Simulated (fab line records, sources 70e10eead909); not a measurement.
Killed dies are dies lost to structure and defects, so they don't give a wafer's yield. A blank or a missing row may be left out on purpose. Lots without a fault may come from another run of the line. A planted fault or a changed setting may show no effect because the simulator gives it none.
Chamber matching | flow nand_harc | NHARC_P_CONTACT_DEP_30 on pecvd-02: 3 sister chambers
The step deposits SiNx, target thk 30 nm. 6 wafers are shown with their chamber, then 8 later ones without.

WAFERS WITH THEIR CHAMBER
wafer  | chamber | heater_power_w (W)
L087.4 | 2       | 831
L088.6 | 1       | 574
L086.2 | 1       | 581
L086.3 | 2       | 777
L086.5 | 0       | 937
L090.1 | 0       | 832

WAFERS WITHOUT THEIR CHAMBER
wafer  | heater_power_w (W)
L090.4 | 626
L090.5 | 849
L094.1 | 561
L094.3 | 790
L094.6 | 778
L096.2 | 622
L096.4 | 821
L096.5 | 828

WHICH CHAMBER EACH WENT THROUGH
wafer  | from the rows above     | in truth
L090.4 | 1                       | 1
L090.5 | can't be placed: 0 or 2 | 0
L094.1 | 1                       | 1
L094.3 | can't be placed: 2 or 0 | 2
L094.6 | can't be placed: 2 or 0 | 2
L096.2 | 1                       | 1
L096.4 | can't be placed: 2 or 0 | 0
L096.5 | can't be placed: 2 or 0 | 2
Placed correctly: 3 of 8. Can't be placed from these rows: 5 (the true chamber is among the candidates in 5). Placed wrongly: 0.
How it was worked out, from the rows above alone: a wafer's distance from a chamber is the root of the sum, over the readings, of the square of ((its reading less the chamber's mean) divided by the reading's scatter). The wafer belongs to the nearest chamber; if the next one is less than 2 further off, it can't be placed. A chamber's mean is the mean of its shown wafers. The scatter: the root of (the sum of the squares of (reading less its chamber's mean) over the shown wafers, divided by (wafers less chambers)).
